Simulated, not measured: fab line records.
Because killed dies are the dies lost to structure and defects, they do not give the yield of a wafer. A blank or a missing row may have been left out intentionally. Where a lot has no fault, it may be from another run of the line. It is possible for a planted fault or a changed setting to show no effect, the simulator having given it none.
Matching of chambers + flow n5Finfet + N5_BEOL_M5_ETCH_72 on rieDiel-06 has 4 sister chambers
The step etches underlayer in N2/H2, target depth 6.5 nm, time 5.2 s. 4 wafers are shown with their chamber, then 9 later ones without.

## WAFERS WITH THEIR CHAMBER
| wafer  | chamber | showerheadPlenumPTorr (Torr) |
|--------|---------|------------------------------|
| L075.6 | 1       | 2.49                         |
| L083.4 | 0       | 2.42                         |
| L079.5 | 3       | 2.50                         |
| L079.6 | 2       | 2.40                         |

## WAFERS MISSING THEIR CHAMBER
| wafer  | showerheadPlenumPTorr (Torr) |
|--------|------------------------------|
| L088.3 | 2.72                         |
| L088.5 | 2.48                         |
| L088.6 | 2.72                         |
| L092.3 | 2.48                         |
| L092.5 | 2.48                         |
| L092.6 | 2.72                         |
| L095.2 | 2.71                         |
| L095.5 | 2.71                         |
| L095.6 | 2.49                         |

## WHICH CHAMBER EACH WENT THROUGH
| wafer  | from the rows above               | in truth |
|--------|-----------------------------------|----------|
| L088.3 | can't be placed: 3 or 1 or 0 or 2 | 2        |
| L088.5 | can't be placed: 1 or 3 or 0 or 2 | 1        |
| L088.6 | can't be placed: 3 or 1 or 0 or 2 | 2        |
| L092.3 | can't be placed: 1 or 3 or 0 or 2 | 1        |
| L092.5 | can't be placed: 1 or 3 or 0 or 2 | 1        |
| L092.6 | can't be placed: 3 or 1 or 0 or 2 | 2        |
| L095.2 | can't be placed: 3 or 1 or 0 or 2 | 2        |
| L095.5 | can't be placed: 3 or 1 or 0 or 2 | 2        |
| L095.6 | can't be placed: 1 or 3 or 0 or 2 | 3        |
0 of 9 placed correctly. From these rows, 9 cannot be placed; in 9 the true chamber is one of the candidates. 0 placed wrongly.
How it was worked out, from the rows above alone: a wafer's distance from a chamber is the root of the sum, over the readings, of the square of ((its reading less the chamber's mean) divided by the reading's scatter). The wafer belongs to the nearest chamber; if the next one is less than 2 further off, it can't be placed. The mean given for a chamber averages the wafers shown for that chamber. The scatter: with one shown wafer a chamber, the root of the mean of the squares of how far each hidden wafer lies from its nearest shown one.
